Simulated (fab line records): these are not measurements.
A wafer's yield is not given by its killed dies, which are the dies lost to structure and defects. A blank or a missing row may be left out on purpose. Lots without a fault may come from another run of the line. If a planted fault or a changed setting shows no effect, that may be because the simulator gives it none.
fab line records ; flow nand_harc
record: lots: 13; wafers: 39; last_day: 22
route steps=1159 shown P_ZERO_WELL@61 P_STI@88 P_GATE@119
lots that met no fault: from a run of the same line without faults
start_h: hours from the record's first day to the start of the lot's first wafer shown ; wait_h: hours elapsed since this lot's preceding step ; " identical to the entry in the row above ; L1.1+2: several wafers, shown together as one row ; - either no value or no given start ; * or withheld: withheld ; < > ~ a bound
route shown NAME@n: NAME is a module with steps in the file, n the number in the route of the first one ; usual: average and standard deviation across the fault-free wafers ; same: alike in all rows ; chamber/n: place in a boat ; sites: each site's reading ; _std_site: standard deviation of those values ; _edge_site: the outer-site mean with the inner-site mean subtracted ; radius_mm: how far each site lies from the wafer's centre ; mask NAME#n: copy n ; behind: the most recent tool/chamber to have shaped the wafer ; hold: cause of the lot's hold/its duration in hours/its outcome ; device: transistor that didn't switch, given as n, p or np ; end of line: the same wafers' tests at the end of the route ; a step given without rows: its recipe and nothing more ; killed: not the wafer's yield, but the dies lost to structure and defects at the first sort ; map: a wafer's dies, marking killed ones x, the rest . and places with no die _
set.NAME: the setting as run; set.NAME@STEP: as run at that earlier step ; model.NAME: the simulator's own value behind a step, which no gauge read
steps of the route over a sample of lots; a table a step, a row a wafer
services: from which hour (start_h, from the record's first day; less than 0 if before it) a tool's chamber was out of use, for how many hours, and why
== steps ==
step: NHARC_P_ZERO_WELL_DESCUM_54
recipe: time_s: 3; o2_flow_sccm: 200; ar_flow_sccm: 0; bias_power_w: 0; chemistry: O2
usual: drypump_motor_current_A: 5.8/0.56; oes_product_au: 1.003/0.0086; rf_vpp_V: 58.0/0.9; showerhead_plenum_p_Torr: 1.94/0.071; throttle_valve_pct: 11.310/0.0089
lot.wafer;tool;chamber;start_h;wait_h;drypump_motor_current_A;oes_product_au;rf_hours_counter_h;rf_vpp_V;showerhead_plenum_p_Torr;throttle_valve_pct
L684.3;rie_diel-05;3;17.97;-;6.2;1.000;0.7;58.6;2.05;11.305
L684.2;rie_diel-05;0;17.97;-;5.7;1.014;0.9;57.3;1.88;11.311
L684.4;rie_diel-05;1;17.97;-;6.2;1.006;0.7;57.3;1.92;11.317
L686.3;rie_diel-05;1;30.08;-;6.2;1.018;2.1;57.5;1.91;11.310
L686.2;rie_diel-05;2;30.08;-;5.2;1.005;1.8;58.2;2.04;11.311
L686.5;rie_diel-05;1;30.08;-;6.2;1.007;-;58.8;1.91;11.293
L688.4;rie_diel-10;1;41.80;-;5.3;0.988;2.7;56.2;1.95;11.302
L688.3;rie_diel-10;2;41.80;-;5.1;0.994;3.6;58.6;1.90;11.297
L688.2;rie_diel-10;3;41.80;-;6.8;0.991;4.2;56.4;1.85;11.310
L690.2;rie_diel-05;3;54.08;-;6.1;0.987;3.5;58.8;2.04;11.292
L690.3;rie_diel-05;2;54.08;-;5.2;0.994;3.7;59.0;2.04;11.321
L690.6;rie_diel-05;3;54.08;-;6.1;0.990;-;56.6;2.04;11.322
L691.1;rie_diel-10;1;59.90;-;5.3;0.998;4.4;57.6;1.95;11.302
L691.3;rie_diel-10;2;59.90;-;5.0;0.992;5.3;56.6;1.90;11.315
L691.5;rie_diel-10;1;59.90;-;5.3;0.997;-;56.3;1.95;11.313
L692.1;rie_diel-05;2;65.80;-;5.2;0.995;4.0;57.3;2.04;11.313
L692.4;rie_diel-05;1;65.80;-;6.1;1.004;4.7;57.7;1.91;11.317
L692.5;rie_diel-05;2;65.80;-;5.2;0.991;-;58.5;2.04;11.307
L693.1;rie_diel-05;3;72.43;-;6.2;0.995;4.9;58.4;2.04;11.314
L693.6;rie_diel-05;0;72.43;-;5.6;1.006;-;57.8;1.88;11.314
L693.5;rie_diel-05;1;72.43;-;6.2;1.006;-;58.3;1.91;11.307
L694.1;rie_diel-05;2;77.92;-;5.2;1.009;5.0;57.5;2.04;11.308
L694.3;rie_diel-05;3;77.92;-;6.2;0.999;5.1;58.1;2.04;11.324
L694.2;rie_diel-05;1;77.92;-;6.2;1.006;5.7;57.8;1.91;11.309
L695.1;rie_diel-05;1;83.80;-;6.2;1.013;5.8;57.5;1.91;11.312
L695.3;rie_diel-05;3;83.80;-;6.1;1.017;5.1;59.1;2.04;11.302
L695.6;rie_diel-05;1;83.80;-;6.2;1.007;-;58.9;1.91;11.317
L696.2;rie_diel-06;3;89.84;-;6.7;0.993;0.6;58.2;1.85;11.305
L696.1;rie_diel-06;0;89.84;-;6.4;1.003;0.8;57.8;1.98;11.317
L696.6;rie_diel-06;3;89.84;-;6.8;0.992;-;59.1;1.85;11.301
L697.1;rie_diel-05;3;96.08;-;6.1;1.008;5.9;58.7;2.04;11.309
L697.4;rie_diel-05;0;96.08;-;5.7;1.013;6.4;58.4;1.88;11.314
L697.2;rie_diel-05;1;96.08;-;6.2;1.000;6.8;55.3;1.91;11.319
L700.3;rie_diel-10;3;113.70;-;6.8;1.005;9.6;58.7;1.85;11.301
L700.4;rie_diel-10;1;113.70;-;5.3;0.997;8.4;58.2;1.95;11.315
L700.6;rie_diel-10;3;113.70;-;6.8;0.997;-;57.0;1.85;11.294
L704.1;rie_diel-05;0;138.03;-;5.7;1.007;9.4;58.3;1.88;11.305
L704.2;rie_diel-05;2;138.03;-;5.3;1.005;8.5;59.1;2.04;11.301
L704.3;rie_diel-05;3;138.03;-;6.2;1.004;8.7;58.4;2.04;11.316
step: NHARC_P_ZERO_WELL_RTA_42
recipe: temp_c: 1100; time_s: 300
usual: lamp_power_pct: 34.9/0.62; lamp_zone_2_pct: 34.9/0.62; lamp_zone_3_pct: 34.9/0.61; lamp_zone_4_pct: 34.9/0.61; wafer_temp_C_max: 1104.9/0.93
lot.wafer;tool;chamber;start_h;wait_h;lamp_power_pct;lamp_zone_2_pct;lamp_zone_3_pct;lamp_zone_4_pct;wafer_temp_C_max
L684.2;rtp_anneal-02;0;19.30;-;35.5;35.5;35.5;35.5;1104.9
L684.3;rtp_anneal-02;0;19.30;-;35.5;35.5;35.5;35.4;1106.1
L684.4;rtp_anneal-02;0;19.30;-;35.6;35.5;35.5;35.5;1105.6
L686.2;rtp_anneal-02;0;31.25;-;35.5;35.5;35.5;35.4;1104.1
L686.3;rtp_anneal-02;0;31.25;-;35.4;35.5;35.5;35.4;1104.4
L686.5;rtp_anneal-02;0;31.25;-;35.5;35.4;35.4;35.5;1105.0
L688.2;rtp_anneal-01;0;42.90;-;34.2;34.2;34.3;34.3;1105.7
L688.3;rtp_anneal-01;0;42.90;-;34.3;34.2;34.3;34.2;1104.8
L688.4;rtp_anneal-01;0;42.90;-;34.3;34.3;34.3;34.2;1105.7
L690.2;rtp_anneal-01;0;55.18;-;34.2;34.2;34.2;34.2;1104.9
L690.3;rtp_anneal-01;0;55.18;-;34.2;34.1;34.2;34.2;1106.7
L690.6;rtp_anneal-01;0;55.18;-;34.2;34.1;34.2;34.2;1105.8
L691.1;rtp_anneal-01;0;60.88;-;34.3;34.3;34.3;34.3;1103.7
L691.3;rtp_anneal-01;0;60.88;-;34.3;34.2;34.3;34.3;1104.5
L691.5;rtp_anneal-01;0;60.88;-;34.3;34.3;34.2;34.2;1105.2
L692.1;rtp_anneal-02;0;66.78;-;35.5;35.5;35.6;35.5;1105.2
L692.4;rtp_anneal-02;0;66.78;-;35.5;35.4;35.5;35.5;1104.6
L692.5;rtp_anneal-02;0;66.78;-;35.5;35.4;35.5;35.5;1104.5
L693.1;rtp_anneal-01;0;73.46;-;34.3;34.3;34.3;34.2;1104.4
L693.5;rtp_anneal-01;0;73.46;-;34.2;34.2;34.3;34.2;1104.8
L693.6;rtp_anneal-01;0;73.46;-;34.3;34.3;34.2;34.3;1105.3
L694.1;rtp_anneal-01;0;78.90;-;34.2;34.2;34.2;34.2;1105.5
L694.2;rtp_anneal-01;0;78.90;-;34.1;34.2;34.1;34.2;1104.3
L694.3;rtp_anneal-01;0;78.90;-;34.1;34.1;34.2;34.2;1106.0
L695.1;rtp_anneal-02;0;84.76;-;35.5;35.5;35.5;35.5;1105.1
L695.3;rtp_anneal-02;0;84.76;-;35.6;35.5;35.5;35.5;1104.6
L695.6;rtp_anneal-02;0;84.76;-;35.5;35.5;35.5;35.4;1106.8
L696.1;rtp_anneal-02;0;90.82;-;35.5;35.5;35.5;35.5;1104.3
L696.2;rtp_anneal-02;0;90.82;-;35.4;35.5;35.5;35.5;1103.3
L696.6;rtp_anneal-02;0;90.82;-;35.5;35.5;35.5;35.5;1104.4
L697.1;rtp_anneal-01;0;97.06;-;34.2;34.3;34.3;34.3;1105.2
L697.2;rtp_anneal-01;0;97.06;-;34.3;34.3;34.3;34.2;1103.2
L697.4;rtp_anneal-01;0;97.06;-;34.2;34.2;34.2;34.3;1104.5
L700.3;rtp_anneal-02;0;114.89;-;35.5;35.4;35.5;35.5;1105.5
L700.4;rtp_anneal-02;0;114.89;-;35.5;35.6;35.5;35.5;1105.6
L700.6;rtp_anneal-02;0;114.89;-;35.5;35.5;35.6;35.5;1104.1
L704.1;rtp_anneal-02;0;139.04;-;35.6;35.5;35.5;35.5;1103.7
L704.2;rtp_anneal-02;0;139.04;-;35.5;35.5;35.5;35.4;1104.6
L704.3;rtp_anneal-02;0;139.04;-;35.5;35.5;35.4;35.5;1106.2
step: NHARC_P_STI_ETCH_42
recipe: target_depth_a: 800; overetch_a: 240; time_s: 61; ion_energy_ev: 200; n2_flow_sccm: 150; h2_flow_sccm: 150; ar_flow_sccm: 0; rf_w: 400; bias_w: 150; chemistry: N2/H2
usual: drypump_motor_current_A: 5.7/0.37; oes_product_au: 0.999/0.0085; rf_vpp_V: 430.6/2.7; showerhead_plenum_p_Torr: 2.04/0.095; throttle_valve_pct: 14.173/0.0092
lot.wafer;tool;chamber;start_h;wait_h;drypump_motor_current_A;oes_product_au;rf_hours_counter_h;rf_vpp_V;showerhead_plenum_p_Torr;throttle_valve_pct
L684.2;rie_diel-11;0;40.34;0.1;5.8;1.007;2.0;427.5;1.90;14.187
L684.3;rie_diel-11;2;40.34;0.1;5.6;0.991;1.4;431.5;2.06;14.178
L684.4;rie_diel-11;3;40.34;0.1;6.0;1.000;1.6;433.8;2.14;14.170
L686.2;rie_diel-03;2;49.48;0.1;5.8;1.014;0.0;433.7;2.14;14.170
L686.3;rie_diel-03;0;49.48;0.1;5.3;0.999;0.0;431.7;2.09;14.181
L686.5;rie_diel-03;1;49.48;0.1;6.3;0.997;-;426.3;1.90;14.175
L688.4;rie_diel-11;3;60.84;0.1;6.0;0.997;2.9;433.0;2.14;14.179
L688.3;rie_diel-11;0;60.84;0.1;5.8;1.004;3.4;425.7;1.90;14.191
L688.2;rie_diel-11;2;60.84;0.1;5.6;0.990;2.6;432.2;2.06;14.185
L690.3;rie_diel-11;2;72.66;0.1;5.6;0.998;3.0;431.6;2.06;14.169
L690.2;rie_diel-11;0;72.66;0.1;5.8;0.998;3.8;426.2;1.90;14.181
L690.6;rie_diel-11;1;72.66;0.1;5.5;0.996;-;430.7;2.07;14.171
L692.1;rie_diel-03;1;79.74;0.1;6.2;0.987;0.6;425.9;1.90;14.176
L692.4;rie_diel-03;3;79.74;0.1;5.4;1.003;0.6;426.9;1.92;14.167
L692.5;rie_diel-03;1;79.74;0.1;6.2;0.993;-;426.2;1.90;14.191
L691.3;rie_diel-11;1;79.90;0.1;5.5;1.003;3.6;432.5;2.07;14.166
L691.1;rie_diel-11;0;79.90;0.1;5.8;1.009;4.0;425.7;1.90;14.180
L691.5;rie_diel-11;1;79.90;0.1;5.5;0.996;-;431.8;2.07;14.176
L693.1;rie_diel-07;3;94.37;0.1;6.3;1.010;1.1;435.1;2.14;14.183
L693.5;rie_diel-07;3;94.37;0.1;6.3;0.990;-;431.8;2.14;14.185
L693.6;rie_diel-07;0;94.37;0.1;6.0;1.002;-;431.6;2.10;14.171
L694.2;rie_diel-03;3;94.54;0.1;5.4;0.987;0.9;427.3;1.92;14.172
L694.1;rie_diel-03;0;94.54;0.1;5.3;0.979;0.7;431.9;2.09;14.178
L694.3;rie_diel-03;2;94.54;0.1;5.8;0.996;1.0;433.3;2.14;14.174
L695.1;rie_diel-03;0;103.68;0.1;5.3;0.999;0.9;433.0;2.09;14.175
L695.3;rie_diel-03;1;103.68;0.1;6.3;0.994;0.9;426.1;1.90;14.172
L695.6;rie_diel-03;0;103.68;0.1;5.3;0.984;-;431.2;2.09;14.168
L696.2;rie_diel-11;3;107.28;0.1;5.9;0.991;4.8;433.3;2.14;14.164
L696.1;rie_diel-11;1;107.28;0.1;5.5;1.004;5.4;432.1;2.07;14.185
L696.6;rie_diel-11;3;107.28;0.1;6.0;0.991;-;433.1;2.14;14.159
L697.4;rie_diel-03;0;113.35;0.1;5.3;0.991;1.2;431.5;2.09;14.169
L697.2;rie_diel-03;1;113.35;0.1;6.3;0.996;1.2;427.1;1.90;14.177
L697.1;rie_diel-03;3;113.35;0.1;5.4;0.988;1.3;427.2;1.92;14.175
L700.3;rie_diel-07;1;131.05;0.1;4.9;1.012;2.3;427.9;1.95;14.171
L700.4;rie_diel-07;2;131.05;0.1;5.4;0.998;1.4;434.5;2.14;14.181
L700.6;rie_diel-07;1;131.05;0.1;4.9;1.018;-;428.4;1.95;14.176
L704.3;rie_diel-11;2;156.63;0.1;5.6;1.005;6.5;430.7;2.05;14.193
L704.1;rie_diel-11;3;156.63;0.1;6.0;0.998;7.5;432.7;2.14;14.160
L704.2;rie_diel-11;0;156.63;0.1;5.8;1.007;8.6;425.6;1.90;14.175
step: NHARC_P_GATE_EXPOSE_08
recipe: na: 0.6; dose_mj: 16.75; mask_id: P_HV
usual: exposure_dose_mJ_cm2: 16.748/0.015; stage_vel_mm_s: 500.05/0.25
lot.wafer;tool;chamber;start_h;wait_h;mask;exposure_dose_mJ_cm2;stage_vel_mm_s
L684.2;krf_scanner-03;0;82.05;-;P_HV#0;16.747;500.29
L684.3;krf_scanner-03;0;82.05;-;P_HV#0;16.747;500.37
L684.4;krf_scanner-03;0;82.05;-;P_HV#0;16.776;500.22
L686.2;krf_scanner-03;0;89.42;-;P_HV#0;16.732;500.24
L686.3;krf_scanner-03;0;89.42;-;P_HV#0;16.710;499.84
L686.5;krf_scanner-03;0;89.42;-;P_HV#0;16.742;499.95
L688.2;krf_scanner-02;0;97.80;-;P_HV#0;16.753;499.80
L688.3;krf_scanner-02;0;97.80;-;P_HV#0;16.736;499.71
L688.4;krf_scanner-02;0;97.80;-;P_HV#0;16.762;500.03
L690.2;krf_scanner-02;0;109.84;-;P_HV#0;16.765;500.09
L690.3;krf_scanner-02;0;109.84;-;P_HV#0;16.727;499.89
L690.6;krf_scanner-02;0;109.84;-;P_HV#0;16.729;500.14
L691.1;krf_scanner-02;0;115.60;-;P_HV#0;16.747;499.91
L691.3;krf_scanner-02;0;115.60;-;P_HV#0;16.748;499.66
L691.5;krf_scanner-02;0;115.60;-;P_HV#0;16.752;500.00
L692.1;krf_scanner-03;0;115.76;-;P_HV#0;16.741;499.66
L692.4;krf_scanner-03;0;115.76;-;P_HV#0;16.738;499.89
L692.5;krf_scanner-03;0;115.76;-;P_HV#0;16.765;500.23
L693.1;krf_scanner-03;0;129.59;-;P_HV#0;16.780;500.18
L693.5;krf_scanner-03;0;129.59;-;P_HV#0;16.765;500.04
L693.6;krf_scanner-03;0;129.59;-;P_HV#0;16.766;500.22
L694.1;krf_scanner-02;0;129.75;-;P_HV#0;16.734;500.27
L694.2;krf_scanner-02;0;129.75;-;P_HV#0;16.748;500.28
L694.3;krf_scanner-02;0;129.75;-;P_HV#0;16.776;500.13
L697.1;krf_scanner-04;0;150.99;-;P_HV#0;16.758;499.81
L697.2;krf_scanner-04;0;150.99;-;P_HV#0;16.748;500.32
L697.4;krf_scanner-04;0;150.99;-;P_HV#0;16.750;499.69
L696.1;krf_scanner-04;0;151.02;-;P_HV#0;16.744;499.69
L696.2;krf_scanner-04;0;151.02;-;P_HV#0;16.759;499.54
L696.6;krf_scanner-04;0;151.02;-;P_HV#0;16.739;499.71
L695.1;krf_scanner-04;0;151.06;-;P_HV#0;16.761;499.91
L695.3;krf_scanner-04;0;151.06;-;P_HV#0;16.743;499.53
L695.6;krf_scanner-04;0;151.06;-;P_HV#0;16.719;499.72
L700.3;krf_scanner-02;0;169.22;-;P_NSD#0;16.759;499.86
L700.4;krf_scanner-02;0;169.22;-;P_NSD#0;16.759;499.62
L700.6;krf_scanner-02;0;169.22;-;P_NSD#0;16.748;499.71
L704.1;krf_scanner-02;0;195.57;-;P_HV#0;16.744;500.01
L704.2;krf_scanner-02;0;195.57;-;P_HV#0;16.742;500.26
L704.3;krf_scanner-02;0;195.57;-;P_HV#0;16.773;500.16
step: NHARC_P_GATE_CD_MEAS_11
recipe: target_cd_nm: 1640; landing_energy_ev: 500
usual: cd_nm: 1639.9/1.6
lot.wafer;tool;chamber;start_h;wait_h;cd_nm
L684.2;cd_sem-02;0;82.20;-;1638.4
L684.3;cd_sem-02;0;82.20;-;1639.0
L684.4;cd_sem-02;0;82.20;-;1638.0
L686.2;cd_sem-01;0;89.58;-;1638.1
L686.3;cd_sem-01;0;89.58;-;1640.1
L686.5;cd_sem-01;0;89.58;-;1641.8
L688.2;cd_sem-03;0;97.95;-;1641.2
L688.3;cd_sem-03;0;97.95;-;1640.9
L688.4;cd_sem-03;0;97.95;-;1641.3
L690.2;cd_sem-01;0;110.00;-;1640.8
L690.3;cd_sem-01;0;110.00;-;1643.4
L690.6;cd_sem-01;0;110.00;-;1643.3
L691.1;cd_sem-01;0;115.76;-;1640.2
L691.3;cd_sem-01;0;115.76;-;1638.1
L691.5;cd_sem-01;0;115.76;-;1638.8
L692.1;cd_sem-03;0;115.92;-;1640.7
L692.4;cd_sem-03;0;115.92;-;1639.6
L692.5;cd_sem-03;0;115.92;-;1640.9
L693.1;cd_sem-01;0;129.74;-;1640.0
L693.5;cd_sem-01;0;129.74;-;1642.1
L693.6;cd_sem-01;0;129.74;-;1641.2
L694.1;cd_sem-03;0;129.90;-;1637.8
L694.2;cd_sem-03;0;129.90;-;1638.2
L694.3;cd_sem-03;0;129.90;-;1637.7
L697.1;cd_sem-02;0;151.14;-;1638.5
L697.2;cd_sem-02;0;151.14;-;1636.3
L697.4;cd_sem-02;0;151.14;-;1639.0
L696.1;cd_sem-02;0;151.18;-;1639.4
L696.2;cd_sem-02;0;151.18;-;1639.1
L696.6;cd_sem-02;0;151.18;-;1637.5
L695.1;cd_sem-01;0;151.21;-;1641.1
L695.3;cd_sem-01;0;151.21;-;1642.8
L695.6;cd_sem-01;0;151.21;-;1642.2
L700.3;cd_sem-03;0;169.37;-;-
L700.4;cd_sem-03;0;169.37;-;-
L700.6;cd_sem-03;0;169.37;-;-
L704.1;cd_sem-01;0;195.73;-;1638.6
L704.2;cd_sem-01;0;195.73;-;1640.0
L704.3;cd_sem-01;0;195.73;-;1639.1
== services ==
tool;chamber;start_h;hours;kind
krf_scanner-03;-;-4.00;4.0;pm
rie_diel-10;-;-0.50;9.0;pm
rie_diel-03;2;2.40;2.2;repair
rie_diel-03;2;9.17;17.0;repair
krf_scanner-04;-;9.36;0.8;repair
rie_diel-11;-;12.50;9.0;pm
rie_diel-03;-;15.71;0.4;repair
krf_scanner-02;-;38.00;4.0;pm
rie_diel-03;-;38.30;9.0;pm
krf_scanner-03;-;56.02;0.6;repair
rie_diel-05;2;58.96;4.0;repair
krf_scanner-02;-;63.99;0.8;repair
krf_scanner-04;-;84.62;4.0;pm
rie_diel-03;2;97.76;1.9;repair
krf_scanner-02;-;127.78;0.4;repair
krf_scanner-03;-;131.76;2.0;repair
krf_scanner-02;-;132.20;0.5;repair
rie_diel-05;1;133.10;7.0;repair
krf_scanner-04;-;155.50;0.1;repair
rie_diel-05;-;163.62;9.0;pm
krf_scanner-03;-;168.00;4.0;pm
rie_diel-03;3;174.25;3.4;repair
rie_diel-10;-;176.50;9.0;pm
rie_diel-11;-;189.50;9.0;pm
== key ==
first_sign: step: NHARC_P_GATE_EXPOSE_08; reading: mask; direction: changed
effect: step: NHARC_P_GATE_CD_MEAS_11; reading: cd_nm; direction: missing
met_at NHARC_P_GATE_EXPOSE_08
struck_lots L700
later_rows_left_out L700.3,L700.4,L700.6
sort_left_out L700.3,L700.4,L700.6
tester_left_out L700
not_acting_at NHARC_P_ZERO_WELL_DESCUM_54,NHARC_P_ZERO_WELL_RTA_42,NHARC_P_STI_ETCH_42
onset_between 129.75 169.22
fault: kind: wrong_mask; tool: any; chamber: -; onset_h: 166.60; steps: NHARC_P_GATE_EXPOSE_08; aux_copy: P_NSD#0; scope: struck_lots_only
tester_left_out: of these lots the tester's yield and bins aren't shown, on N5 and GAA mostly nor the transistor test; their killed dies are dies lost to structure and defects alone, not to doping, threshold or leakage, so they don't give the yield
sort_left_out: the simulated sort isn't trusted on such a fault, so these wafers' sort isn't shown, and their yield isn't known
later_rows_left_out: the simulator's readings of these wafers behind a module that went badly wrong aren't trusted and aren't shown, but for the sort
